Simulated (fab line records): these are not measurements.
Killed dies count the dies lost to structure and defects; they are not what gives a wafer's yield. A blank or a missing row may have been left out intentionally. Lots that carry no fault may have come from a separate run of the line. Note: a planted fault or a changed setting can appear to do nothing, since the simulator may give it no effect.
fab line records	flow n5_finfet
[record] lots = 11	wafers = 33	last_day = 20
route steps=1938 shown BEOL_M3@1006 MIM_BOT_ETCH@1869 PASS1_CAP@1873 PASSIVATION@1916
lots that met no fault: taken from a fault-free run of the same line
start_h: the number of hours between the record's first day and the start of the first shown wafer of the lot	wait_h: time in hours since the lot's previous step	" same as the row above	L1.1+2: a row that stands for several wafers	- value missing, or start not given	* or withheld: withheld	< > ~ a bound
route shown NAME@n: names a module that has steps shown in the file, with the first one's number in the route	usual: mean/standard deviation taken from wafers without a fault	same: alike in all rows	chamber/n: place in a boat	sites: per-site readings	_std_site: the values' standard deviation	_edge_site: mean of outer sites minus mean of inner sites	radius_mm: for every site, how far away it sits from the centre of the wafer	mask NAME#n: copy n	behind: the tool/chamber that last shaped the wafer	hold: why the lot was held/for how many hours/how that ended	device: which transistor (n, p or np) failed to switch	end of line: the tests these same wafers got at the end of their route	a step without rows: its recipe alone	killed: not the wafer's yield, but the dies lost to structure and defects at the first sort	map: the dies of a wafer, with x for killed, . for not killed, _ for no die there
set.NAME: setting as actually run; set.NAME@STEP: the setting as run at that earlier step	model.NAME: the simulator's own value behind a step, which no gauge read
the route's steps for a sample of lots (tables are steps, rows are wafers)
services: from which hour (start_h, from the record's first day; less than 0 if before it) a tool's chamber was out of use, for how many hours, and why
[[steps]]
[step N5_BEOL_M3_SPUTTER_92]
[recipe] material = Cu	target_thk_a = 45	temp_c = -20	chamber_pressure_pa = 0.07	power_w = withheld	time_s = 8.29
[usual] chuck_gas_flow_sccm = 1.27/0.057	throttle_valve_pct = 30.5/0.65
lot.wafer	tool	chamber	start_h	wait_h	chuck_gas_flow_sccm	throttle_valve_pct
L751.1	pvd_sputter-03	-	179.14	0.1	1.28	30.6
L751.4	"	-	"	"	1.18	30.4
L751.6	"	-	"	"	1.22	30.5
L753.2	pvd_sputter-01	-	182.86	0.1	1.25	32.0
L753.3	"	-	"	"	1.32	30.4
L753.5	"	-	"	"	1.26	31.6
L756.4	pvd_sputter-02	-	188.60	0.1	1.23	29.7
L756.5	"	-	"	"	1.28	29.5
L756.6	"	-	"	"	1.24	30.3
L755.1	pvd_sputter-03	-	193.96	0.1	1.32	30.4
L755.4	"	-	"	"	1.21	30.4
L755.6	"	-	"	"	1.27	30.4
L758.1	pvd_sputter-03	-	210.18	0.1	1.29	30.3
L758.4	"	-	"	"	1.19	30.3
L758.5	"	-	"	"	1.29	29.6
L757.2	pvd_sputter-02	-	217.78	0.1	1.23	29.9
L757.3	"	-	"	"	1.34	30.0
L757.6	"	-	"	"	1.21	29.7
L763.1	pvd_sputter-01	-	253.35	0.1	1.33	31.6
L763.4	"	-	"	"	1.27	30.3
L763.5	"	-	"	"	1.36	31.3
L766.3	pvd_sputter-01	-	258.49	0.1	1.26	31.6
L766.4	"	-	"	"	1.35	31.6
L766.6	"	-	"	"	1.28	30.9
L772.1	pvd_sputter-03	-	325.42	0.1	1.19	29.6
L772.3	"	-	"	"	1.35	30.5
L772.6	"	-	"	"	1.31	30.1
L773.2	pvd_sputter-01	-	330.71	0.1	1.28	31.7
L773.4	"	-	"	"	1.27	30.3
L773.6	"	-	"	"	1.23	30.8
L774.1	pvd_sputter-01	-	335.72	0.1	1.22	31.5
L774.2	"	-	"	"	1.19	30.2
L774.5	"	-	"	"	1.26	30.3
[step N5_MIM_BOT_ETCH_STRIP_01]
[recipe] chemistry = O2	power_w = 600	temp_c = 60	pressure_mtorr = 30	rf_frequency_hz = 6e+07	bias_power_w = 0	overash_fraction = 0.5	o2_flow_sccm = 225
[usual] chamber_pressure_mTorr = 30.01/0.068	drypump_motor_current_A = 5.6/0.48	o2_flow_sccm = 225.0/0.75	oes_product_au = 0.81/0.066	rf_vpp_V = 3.7/1.4	showerhead_plenum_p_Torr = 2.14/0.077	throttle_valve_pct = 16.65/0.12
lot.wafer	tool	chamber	start_h	wait_h	chamber_pressure_mTorr	drypump_motor_current_A	o2_flow_sccm	oes_product_au	rf_hours_counter_h	rf_vpp_V	showerhead_plenum_p_Torr	throttle_valve_pct
L751.1	rie_diel-03	3	301.96	0.1	30.06	4.9	223.4	0.68	243	4.6	2.15	17.05
L751.4	"	0	"	"	30.02	5.5	224.2	0.88	41	7.7	2.04	16.33
L751.6	"	2	"	"	29.95	5.3	224.7	0.70	-	3.7	1.97	16.85
L753.2	rie_diel-01	1	313.34	0.1	30.05	5.1	225.1	0.82	80	6.3	2.21	16.65
L753.3	"	0	"	"	29.99	5.8	224.4	0.77	135	5.4	2.10	16.64
L753.5	"	1	"	"	29.94	5.1	225.4	0.81	-	2.2	2.21	16.62
L755.1	rie_diel-01	3	328.48	0.1	30.05	6.3	224.4	0.82	79	2.1	2.04	16.73
L755.4	"	0	"	"	30.12	5.7	224.1	0.74	140	3.9	2.10	16.63
L755.6	"	0	"	"	29.98	5.7	225.5	0.75	-	6.0	2.10	16.65
L757.2	rie_diel-04	2	330.14	0.2	30.01	6.1	224.8	0.75	148	6.5	2.11	16.59
L757.3	"	1	"	"	30.07	5.1	224.5	0.82	68	3.4	2.22	16.43
L757.6	"	3	"	"	29.91	6.0	225.0	0.85	-	2.7	2.21	16.64
L758.1	rie_diel-03	0	333.06	0.4	29.99	5.5	224.1	0.87	53	4.1	2.03	16.38
L758.4	"	0	"	"	30.00	5.5	224.0	0.86	-	5.6	2.03	16.33
L758.5	"	1	"	"	30.00	6.4	225.6	0.80	-	2.9	2.20	16.68
L756.4	rie_diel-01	2	333.77	0.1	30.07	5.3	224.2	0.85	72	3.3	2.22	16.65
L756.5	"	2	"	"	30.10	5.3	224.5	0.83	-	2.8	2.22	16.56
L756.6	"	1	"	"	29.87	5.0	225.2	0.80	-	3.4	2.21	16.62
L763.1	rie_diel-01	3	366.28	0.1	30.00	6.3	223.6	0.79	95	2.7	2.04	16.79
L763.4	"	1	"	"	30.02	5.1	225.7	0.79	101	4.2	2.20	16.67
L763.5	"	0	"	"	30.15	5.7	226.2	0.74	-	6.1	2.09	16.69
L766.3	rie_diel-01	0	371.10	0.1	29.98	5.7	224.1	0.74	157	4.3	2.09	16.63
L766.4	"	3	"	"	30.08	6.3	223.6	0.80	97	3.0	2.04	16.77
L766.6	"	2	"	"	30.05	5.3	224.3	0.81	-	3.7	2.21	16.60
L773.2	rie_diel-01	2	432.41	0.1	29.95	5.3	226.1	0.78	109	5.9	2.20	16.64
L773.4	"	0	"	"	29.99	5.8	225.5	0.72	178	3.3	2.09	16.72
L773.6	"	3	"	"	29.85	6.3	224.4	0.79	-	2.2	2.03	16.84
L772.1	rie_diel-04	0	432.82	0.2	30.06	5.3	225.4	0.78	130	2.1	2.02	16.68
L772.3	"	2	"	"	30.01	6.1	224.4	0.73	182	4.5	2.09	16.63
L772.6	"	3	"	"	29.90	6.0	226.6	0.83	-	4.1	2.20	16.71
L774.1	rie_diel-01	2	457.66	0.1	30.04	5.3	224.2	0.78	118	3.8	2.20	16.66
L774.2	"	3	"	"	29.91	6.3	226.2	0.78	127	4.9	2.03	16.88
L774.5	"	1	"	"	30.01	5.2	225.4	0.76	-	1.0	2.19	16.75
[step N5_PASSIVATION_PECVD_55]
[recipe] material = SiO2	target_thk_a = 4000	temp_c = 400	precursor = SiH4/N2O	pressure_torr = 2.7	rf_w = 608	time_s = 22.5
[usual] heater_power_w = 634/53	showerhead_plenum_p_Torr = 8.14/0.083	throttle_valve_pct = 52.5/2.7
lot.wafer	tool	chamber	start_h	wait_h	heater_power_w	showerhead_plenum_p_Torr	throttle_valve_pct
L751.1	pecvd-01	0	302.46	0.0	644	8.13	52.7
L751.4	"	1	"	"	700	8.10	59.2
L751.6	"	2	"	"	590	8.23	49.1
L753.2	pecvd-01	1	313.84	0.0	625	8.10	59.0
L753.3	"	0	"	"	642	8.11	53.0
L753.5	"	2	"	"	691	8.26	48.9
L755.1	pecvd-04	2	328.98	0.0	716	8.07	53.5
L755.4	"	0	"	"	560	8.25	52.9
L755.6	"	2	"	"	733	8.09	53.6
L757.2	pecvd-03	2	330.65	0.0	504	8.04	50.9
L757.3	"	1	"	"	629	8.08	49.7
L757.6	"	0	"	"	663	8.15	53.9
L758.1	pecvd-01	1	333.56	0.0	672	8.09	59.3
L758.4	"	0	"	"	500	8.12	52.5
L758.5	"	1	"	"	679	8.11	59.5
L756.4	pecvd-03	2	334.29	0.0	581	8.03	50.9
L756.5	"	0	"	"	633	8.13	54.1
L756.6	"	1	"	"	647	8.05	49.7
L763.1	pecvd-04	2	366.78	0.0	720	8.08	54.1
L763.4	"	1	"	"	624	8.17	48.8
L763.5	"	2	"	"	750	8.08	54.1
L766.3	pecvd-01	0	371.61	0.0	506	8.12	52.6
L766.4	"	2	"	"	675	8.24	49.1
L766.6	"	0	"	"	528	8.11	52.8
L773.2	pecvd-01	0	432.91	0.0	590	8.12	52.5
L773.4	"	2	"	"	549	8.25	49.3
L773.6	"	0	"	"	595	8.11	52.5
L772.1	pecvd-03	1	433.32	0.0	629	8.05	49.5
L772.3	"	1	"	"	649	8.05	49.7
L772.6	"	1	"	"	660	8.08	49.9
L774.1	pecvd-04	0	458.16	0.0	558	8.25	53.3
L774.2	"	2	"	"	721	8.10	54.8
L774.5	"	1	"	"	619	8.14	46.9
[step N5_PASSIVATION_PECVD_35]
[recipe] material = SiNx	target_thk_a = 7000	temp_c = 400	precursor = SiH4/NH3/N2	pressure_torr = 4.9	rf_w = 1406	time_s = 151.3
[usual] heater_power_w = 343/68	showerhead_plenum_p_Torr = 8.66/0.054	throttle_valve_pct = 29.3/1.4
lot.wafer	tool	chamber	start_h	wait_h	heater_power_w	showerhead_plenum_p_Torr	throttle_valve_pct
L751.1	pecvd-03	1	307.19	0.1	419	8.61	28.3
L751.4	"	2	"	"	327	8.57	28.7
L751.6	"	0	"	"	386	8.66	30.1
L753.2	pecvd-01	0	320.72	0.1	332	8.64	29.7
L753.3	"	2	"	"	301	8.73	28.0
L753.5	"	0	"	"	352	8.66	29.8
L755.1	pecvd-02	0	335.11	0.1	503	8.75	28.8
L755.4	"	1	"	"	337	8.68	28.4
L755.6	"	0	"	"	357	8.72	28.6
L757.2	pecvd-02	2	335.56	0.1	368	8.65	29.5
L757.3	"	0	"	"	510	8.73	28.6
L757.6	"	2	"	"	223	8.65	29.6
L758.1	pecvd-02	0	339.54	0.1	501	8.73	28.5
L758.4	"	0	"	"	513	8.74	28.4
L758.5	"	2	"	"	327	8.62	29.7
L756.4	pecvd-01	2	339.63	0.1	352	8.74	27.8
L756.5	"	0	"	"	334	8.64	29.7
L756.6	"	1	"	"	294	8.61	33.3
L763.1	pecvd-01	0	372.97	0.1	298	8.64	29.8
L763.4	"	2	"	"	255	8.73	27.9
L763.5	"	2	"	"	306	8.74	27.9
L766.3	pecvd-02	2	376.62	0.1	279	8.63	29.7
L766.4	"	1	"	"	272	8.64	28.4
L766.6	"	0	"	"	499	8.74	28.4
L773.2	pecvd-02	0	438.58	0.1	385	8.75	28.5
L773.4	"	0	"	"	424	8.75	28.5
L773.6	"	2	"	"	306	8.64	30.0
L772.1	pecvd-03	1	438.93	0.1	292	8.58	28.6
L772.3	"	1	"	"	338	8.60	28.0
L772.6	"	1	"	"	375	8.61	28.2
L774.1	pecvd-02	1	464.86	0.1	327	8.67	28.2
L774.2	"	0	"	"	477	8.73	28.6
L774.5	"	2	"	"	226	8.65	30.3
[step N5_PASSIVATION_PROBE_49]
[usual] defect_limited_yield = 91.1/1.5	killed_at_M0_to_M3 = 36/11	killed_at_M4_up = 14/5.6	killed_at_contacts = 11/5.6	killed_at_front_end = 40/12	killed_at_other = 4/3.2	killed_dies = 105/17	killed_open = 69/12	killed_short = 34/8.4	sort_bin_5_function = 5.2/0.95	sort_bin_6_memory = 3.3/0.63	sort_n_pass = 1075/17	sort_yield_pct = 91.1/1.5
[same] gross_dies = 1180	killed_at_back_side = 0	sort_bin_4_leakage[%] = 0	sort_bin_8_speed[%] = 0
lot.wafer	tool	chamber	start_h	wait_h	defect_limited_yield[%]	killed_at_M0_to_M3	killed_at_M4_up	killed_at_contacts	killed_at_front_end	killed_at_other	killed_dies	killed_open	killed_short	sort_bin_5_function[%]	sort_bin_6_memory[%]	sort_n_pass	sort_yield_pct[%]
L763.1	prober-02	-	376.69	0.0	78.9	187	11	2	45	4	249	65	36	12.6	4.5	931	78.9
L763.4	prober-02	-	376.84	0.2	79.1	169	15	23	34	6	247	59	36	13.6	3.6	933	79.1
L763.5	prober-02	-	376.89	0.2	81.3	170	7	7	33	4	221	54	18	11.4	4.1	959	81.3
L766.3	prober-02	-	380.28	0.1	81.2	176	9	8	22	7	222	47	18	10.4	3.2	958	81.2
L766.4	prober-02	-	380.33	0.2	80.6	173	11	7	32	6	229	46	28	12.0	3.6	951	80.6
L766.6	prober-02	-	380.43	0.3	81.7	177	4	9	24	2	216	43	28	9.6	4.2	964	81.7
// killed by level:class
L763.1 BEOL_M3:unspecified=147 BEOL_M0_SAQP:geometric_particle:open=14 STI_FIN_REVEAL:geometric_particle:open=12 BEOL_M0_SAQP:geometric_particle:short=11 FIN_SAQP:geometric_particle:short=7 BEOL_M2:geometric_particle:open=7 FIN_SAQP:geometric_particle:open=6 STI_FIN_REVEAL:geometric_particle:short=4
L763.4 BEOL_M3:unspecified=148 MOL_CONTACT_COAG:geometric_particle:open=17 BEOL_M4:geometric_particle:open=9 FIN_SAQP:geometric_particle:short=8 MOL_CONTACT_COAG:geometric_particle:short=6 BEOL_M0_SAQP:geometric_particle:short=6 BEOL_M3:geometric_particle:open=6 STI_FIN_REVEAL:geometric_particle:open=5
L763.5 BEOL_M3:unspecified=147 STI_FIN_REVEAL:geometric_particle:open=11 BEOL_M2:geometric_particle:open=8 MOL_CONTACT_COAG:geometric_particle:open=7 BEOL_M0_SAQP:geometric_particle:open=7 DUMMY_GATE:geometric_particle:open=6 ILD0:geometric_particle:short=4 BEOL_M3:geometric_particle:open=3
L766.3 BEOL_M3:unspecified=152 STI_FIN_REVEAL:geometric_particle:open=8 MOL_CONTACT_COAG:geometric_particle:open=6 BEOL_M3:geometric_particle:open=5 BEOL_M0_SAQP:geometric_particle:short=4 BEOL_M1:geometric_particle:open=4 BEOL_M2:geometric_particle:open=4 HKMG_FIN:area_etch=4
L766.4 BEOL_M3:unspecified=152 FIN_SAQP:geometric_particle:open=8 MOL_CONTACT_COAG:geometric_particle:open=6 BEOL_M0_SAQP:geometric_particle:open=5 BEOL_M0_SAQP:geometric_particle:short=5 STARTING-WAFER:geometric_particle:short=5 FIN_SAQP:geometric_particle:short=4 BEOL_M1:geometric_particle:open=4
L766.6 BEOL_M3:unspecified=144 BEOL_M0_SAQP:geometric_particle:short=11 MOL_CONTACT_COAG:geometric_particle:open=8 BEOL_M0_SAQP:geometric_particle:open=8 FIN_SAQP:geometric_particle:open=5 BEOL_M3:geometric_particle:open=5 DUMMY_GATE:geometric_particle:open=4 BEOL_M2:geometric_particle:open=4
[[services]]
tool	chamber	start_h	hours	kind
pecvd-01	1	155.91	5.5	scheduled_down
pvd_sputter-03	-	164.50	2.8	repair
pecvd-01	2	172.57	2.1	scheduled_down
pecvd-03	-	174.30	14.6	pm
pecvd-02	-	190.02	14.6	pm
pecvd-03	1	192.86	2.1	scheduled_down
pecvd-03	2	212.06	18.9	repair
pecvd-02	0	215.90	2.2	repair
rie_diel-01	0	264.71	3.7	repair
pecvd-03	-	270.21	0.6	repair
pecvd-04	0	282.82	14.2	repair
rie_diel-04	1	294.03	23.1	repair
pvd_sputter-02	-	295.39	5.2	repair
pecvd-03	0	296.00	7.2	repair
pecvd-03	2	318.15	4.3	repair
rie_diel-03	-	353.27	4.3	pm
pecvd-01	0	353.33	2.1	scheduled_down
pecvd-03	-	363.53	2.8	pm
pvd_sputter-02	-	366.81	8.6	repair
pecvd-01	1	370.45	5.5	scheduled_down
pvd_sputter-02	-	396.80	1.1	repair
pecvd-01	-	411.46	2.8	pm
pecvd-04	0	416.56	4.7	repair
pecvd-03	2	425.87	28.7	repair
[[key]]
[first_sign] step = N5_PASSIVATION_PROBE_49	reading = killed_at_M0_to_M3	direction = up	sigmas = 13	usual = 36	struck = 175
[effect] step = N5_PASSIVATION_PROBE_49	reading = killed_dies	direction = up	sigmas = 7.3	usual = 105	struck = 231
[more_kills_born_at] N5_BEOL_M3_SPUTTER_92@pvd_sputter-01 = 890
met_at N5_BEOL_M3_SPUTTER_92
struck_lots L763,L766
not_acting_at N5_MIM_BOT_ETCH_STRIP_01,N5_PASSIVATION_PECVD_55,N5_PASSIVATION_PECVD_35
onset_between 182.86 253.35
[fault] kind = chamber_particle_source	tool = pvd_sputter-01	chamber = -	onset_h = 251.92	steps = N5_BEOL_M3_SPUTTER_92	rate_per_visit_cm2 = 1.7674	end_h = 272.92
